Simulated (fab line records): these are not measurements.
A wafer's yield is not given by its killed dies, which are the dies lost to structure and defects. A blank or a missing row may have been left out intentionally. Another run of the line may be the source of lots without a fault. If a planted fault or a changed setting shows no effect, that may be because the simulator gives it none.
Which tool did it?    flow n5Finfet    23 wafers from 8 lots sampled at 9 of the route's 1938 steps

## WHAT THE GAUGES SHOWED, per wafer
N5_FIN_SAQP_CD_MEAS_16 targets a cd of 35.6 nm. Usual: 35.6 nm for cdNm, sd 0.34.
lot   measured     on        cdNm (nm)       flag
L380  day 2 03:47  cdSem-03  36.0 35.6 35.7  
L381  day 2 10:17  cdSem-01  36.2 35.9 36.1  
L385  day 3 09:58  cdSem-03  35.5 35.5       
L392  day 5 04:23  cdSem-01  35.5 35.4 35.4  
L398  day 6 15:58  cdSem-03  35.1 35.7 35.5  
L399  day 6 21:41  cdSem-03  35.2 35.0 35.8  
L401  day 7 09:22  cdSem-02  36.4 35.6 35.7  
L402  day 7 15:22  cdSem-01  35.3 35.3 35.4  

N5_FIN_SAQP_INSPECT_18: inspects for defects (brightfield). Usual: 454 for rawDefectCount, sd 110.
lot   measured     on                rawDefectCount  flag
L380  day 2 03:50  defectInspect-01  451 370 554     
L381  day 2 10:21  defectInspect-02  252 320 356     
L385  day 3 10:01  defectInspect-02  620 541         
L392  day 5 04:26  defectInspect-02  531 859 422     
L398  day 6 16:02  defectInspect-01  446 421 512     
L399  day 6 21:45  defectInspect-02  353 433 560     
L401  day 7 09:26  defectInspect-02  457 413 490     
L402  day 7 15:26  defectInspect-01  448 520 414     

N5_FIN_SAQP_INSPECT_40: inspects for defects (brightfield). Usual: 251 for rawDefectCount, sd 81.
lot   measured     on                rawDefectCount  flag
L380  day 2 08:28  defectInspect-01  455 281 391     
L381  day 2 14:47  defectInspect-01  151 160 134     
L385  day 3 15:31  defectInspect-02  195 230         
L392  day 5 09:31  defectInspect-02  423 537 290     
L398  day 6 21:19  defectInspect-02  261 183 246     
L399  day 7 02:02  defectInspect-01  248 320 284     
L401  day 7 13:44  defectInspect-01  246 277 269     
L402  day 7 20:09  defectInspect-02  335 151 273     

N5_FIN_CUT_INSPECT_10: inspects for defects (brightfield). Usual: 47 for rawDefectCount, sd 15.
lot   measured     on                rawDefectCount  flag
L380  day 2 08:59  defectInspect-01  70 66 67        
L381  day 2 15:11  defectInspect-02  27 43 25        
L385  day 3 16:02  defectInspect-02  35 42           
L392  day 5 10:56  defectInspect-02  61 319 54       OFF
L398  day 6 21:42  defectInspect-01  51 23 43        
L399  day 7 02:32  defectInspect-01  44 54 43        
L401  day 7 14:07  defectInspect-01  57 44 63        
L402  day 7 20:40  defectInspect-01  56 31 50        

N5_FIN_CUT_INSPECT_17: inspects for defects (brightfield). Usual: 254 for rawDefectCount, sd 82.
lot   measured     on                rawDefectCount  flag
L380  day 2 09:55  defectInspect-01  433 287 358     
L381  day 2 16:47  defectInspect-01  167 168 120     
L385  day 3 17:00  defectInspect-01  212 217         
L392  day 5 12:00  defectInspect-01  411 555 298     
L398  day 6 22:48  defectInspect-02  263 172 236     
L399  day 7 03:29  defectInspect-02  256 337 295     
L401  day 7 15:05  defectInspect-01  260 274 276     
L402  day 7 21:45  defectInspect-01  342 155 262     

N5_BEOL_M4_RC_MEAS_101. Usual: DIBL_N 36.0 mV/V, standard deviation 1.6; DIBL_P 35.8 mV/V, standard deviation 2; IOFF_N 0.152 nA/um, standard deviation 0.03; IOFF_P 0.20 nA/um, standard deviation 0.031; ION_N 670 uA/um, standard deviation 12; ION_P 459 uA/um, standard deviation 7.4; SS_N 71.5 mV/dec, standard deviation 0.56; SS_P 73.2 mV/dec, standard deviation 0.64; VT_N 251 mV, standard deviation 3.5; VT_P -252 mV, standard deviation 3.3.
lot   measured      on         DIBL_N (mV/V)   DIBL_P (mV/V)   IOFF_N (nA/um)     IOFF_P (nA/um)  ION_N (uA/um)  ION_P (uA/um)  SS_N (mV/dec)   SS_P (mV/dec)   VT_N (mV)    VT_P (mV)       flag
L380  day 9 11:49   prober-02  36.7 36.7 33.5  35.8 35.5 31.3  0.154 0.141 0.101  0.20 0.19 0.15  674 657 650    462 454 450    72.0 71.0 71.0  73.0 73.0 72.1  251 254 255  -253 -254 -256  
L381  day 9 13:56   prober-02  37.0 35.3 35.9  37.4 34.5 34.9  0.162 0.136 0.135  0.21 0.17 0.18  683 675 659    468 464 451    70.9 71.0 70.8  74.1 72.6 73.1  248 249 252  -250 -253 -255  
L385  day 10 23:28  prober-02  36.8 34.7       37.0 35.1       0.170 0.134        0.20 0.18       665 667        449 457        71.2 71.4       73.4 73.4       247 253      -253 -252       
L392  day 11 22:16  prober-02  37.8 36.2 37.5  39.2 37.3 38.8  0.176 0.152 0.176  0.22 0.19 0.21  676 668 679    456 456 458    71.8 71.5 72.1  73.7 73.2 73.5  249 251 249  -252 -254 -252  
L398  day 14 05:24  prober-02  35.8 33.6 34.9  34.9 31.3 33.4  0.155 0.109 0.135  0.19 0.14 0.17  680 653 674    462 449 463    71.8 71.5 71.9  72.8 73.0 72.8  249 257 250  -252 -256 -253  
L399  day 14 16:58  prober-02  35.5 36.1 35.4  33.7 34.1 33.8  0.136 0.144 0.135  0.21 0.21 0.20  674 661 664    473 459 459    70.9 71.4 71.3  72.8 73.5 73.4  254 251 251  -250 -246 -247  
L401  day 15 06:46  prober-01  35.3 35.7 37.0  36.1 36.1 37.1  0.156 0.171 0.177  0.23 0.22 0.23  681 677 676    467 468 465    71.0 71.2 71.9  73.7 74.0 74.4  248 249 251  -249 -250 -250  
L402  day 15 11:20  prober-02  34.3 31.8 33.2  34.4 30.1 32.1  0.129 0.087 0.113  0.17 0.11 0.14  655 632 658    454 435 449    70.4 71.7 71.2  72.7 71.6 72.2  250 259 255  -253 -261 -258  

## WHAT TOOL EACH LOT RAN ON (gives the tool, then ch and the chambers of the sampled wafers, and finally the start)
lot   N5_FIN_SAQP_ALD_61               N5_FIN_SAQP_MANDREL_ETCH_22     N5_FIN_SAQP_SPACER1_ALD_24
L380  aldSin-02 ch 1,2,3, day 2 02:34  rieSi-04 ch 1,2,3, day 2 04:10  aldSin-01 ch 0,1, day 2 04:59
L381  aldSin-02 ch 0,1,3, day 2 09:04  rieSi-01 ch 0,2,3, day 2 10:40  aldSin-01 ch 0,2,3, day 2 11:45
L385  aldSin-02 ch 0,1, day 3 08:49    rieSi-04 ch 0,3, day 3 10:22    aldSin-02 ch 2,3, day 3 12:49
L392  aldSin-02 ch 0,1,3, day 5 03:09  rieSi-04 ch 0,1,2, day 5 04:46  aldSin-01 ch 0,2,3, day 5 05:34
L398  aldSin-01 ch 2,3, day 6 14:46    rieSi-04 ch 1,2, day 6 16:22    aldSin-01 ch 2,3, day 6 17:10
L399  aldSin-01 ch 0,2,3, day 6 20:25  rieSi-04 ch 2,3, day 6 22:04    aldSin-01 ch 0,1,2, day 6 22:59
L401  aldSin-01 ch 0,1,2, day 7 08:11  rieSi-01 ch 0,1,2, day 7 09:46  aldSin-02 ch 0,1,3, day 7 10:34
L402  aldSin-01 ch 1,3, day 7 14:16    rieSi-04 ch 0,1, day 7 16:08    aldSin-02 ch 0,3, day 7 16:56
- N5_FIN_SAQP_ALD_61: deposits SiO2, target thk 4 nm, pulse time 1 s, purge time 2 s.
- N5_FIN_SAQP_MANDREL_ETCH_22: etches a-Si in HBr/Cl2, stops on SiNx, target depth 60 nm, bt time 10 s, time 30 s.
- N5_FIN_SAQP_SPACER1_ALD_24: deposits SiO2, target thk 20.3 nm, pulse time 1 s, purge time 2 s.

## AS READ BY THE TOOLS THEMSELVES (means over the sampled wafers that have a number; for cases with no such wafer, the mark the record gives instead)
N5_FIN_SAQP_ALD_61. Usual: chamberPressureTorr 2.000 Torr, standard deviation 0.0042; heaterPowerW 486 W, standard deviation 39; precursorPulseHeightRel 1.002, standard deviation 0.019; susceptorTempC 299.98 C, standard deviation 0.2.
lot   tool       chamberPressureTorr (Torr)  heaterPowerW (W)  precursorPulseHeightRel  susceptorTempC (C)  flag
L380  aldSin-02  1.998                       524               1.005                    299.79              
L381  aldSin-02  2.001                       493               1.007                    300.01              
L385  aldSin-02  1.998                       478               0.982                    299.78              
L392  aldSin-02  2.003                       488               1.021                    299.89              
L398  aldSin-01  2.003                       479               1.019                    300.14              
L399  aldSin-01  1.996                       467               1.002                    299.94              
L401  aldSin-01  2.002                       456               1.004                    299.96              
L402  aldSin-01  1.999                       461               1.009                    300.01              

N5_FIN_SAQP_MANDREL_ETCH_22. Usual: drypumpMotorCurrentA 5.6 A, standard deviation 0.42; oesProductAu 0.768 a.u., standard deviation 0.016; rfFwdPowerW 795.7 W, standard deviation 2.4; throttleValvePct 35.29 %, standard deviation 0.28.
lot   tool      drypumpMotorCurrentA (A)  oesProductAu (a.u.)  rfFwdPowerW (W)  throttleValvePct (%)  flag
L380  rieSi-04  5.2                       0.781                795.3            35.24                 
L381  rieSi-01  6.1                       0.767                795.0            35.45                 
L385  rieSi-04  5.4                       0.768                796.2            35.38                 
L392  rieSi-04  5.5                       0.778                796.8            35.27                 
L398  rieSi-04  5.3                       0.780                796.2            35.27                 
L399  rieSi-04  5.1                       0.773                795.2            35.38                 
L401  rieSi-01  5.6                       0.768                794.7            35.54                 
L402  rieSi-04  5.7                       0.761                793.2            35.29                 

N5_FIN_SAQP_SPACER1_ALD_24. Usual: chamberPressureTorr 1.999 Torr, standard deviation 0.0047; heaterPowerW 487 W, standard deviation 40; precursorPulseHeightRel 0.997, standard deviation 0.019; susceptorTempC 300.02 C, standard deviation 0.19.
lot   tool       chamberPressureTorr (Torr)  heaterPowerW (W)  precursorPulseHeightRel  susceptorTempC (C)  flag
L380  aldSin-01  2.000                       442               0.992                    300.05              
L381  aldSin-01  1.999                       460               0.987                    300.15              
L385  aldSin-02  2.003                       525               1.012                    300.09              
L392  aldSin-01  1.995                       467               0.986                    299.91              
L398  aldSin-01  1.997                       473               0.982                    299.89              
L399  aldSin-01  2.000                       451               0.988                    300.09              
L401  aldSin-02  1.999                       492               0.987                    299.93              
L402  aldSin-02  1.999                       467               1.011                    300.15              

## THE ANSWER, worked out from the rows above alone
Rule: a lot is off if the mean of its wafers that have a number lies more than 3 standard deviations from the usual mean. A lot without any number at a reading at which 4 lots or more have one is off too. Any other lot the step has rows for is counted as sound. The gauges are gone through in route order, then the tools' own readings, and for those a lot's mean is taken as printed above. At the first step where some lot is off, the reading lying furthest off is the one used; lots without a number count as furthest.
Off, at N5_FIN_CUT_INSPECT_10 on rawDefectCount: L392.
A tool fits if, at a process step before that reading, it ran every lot that is off, and no sound lot after the first of them. Gauges at N5_FIN_CUT_INSPECT_10: tried the same way as those tools. Undecided on this evidence; 2 tools fit (aldSin-02 at N5_FIN_SAQP_ALD_61, defectInspect-02 at N5_FIN_CUT_INSPECT_10).

## WHAT THE SIMULATOR HAD INSERTED
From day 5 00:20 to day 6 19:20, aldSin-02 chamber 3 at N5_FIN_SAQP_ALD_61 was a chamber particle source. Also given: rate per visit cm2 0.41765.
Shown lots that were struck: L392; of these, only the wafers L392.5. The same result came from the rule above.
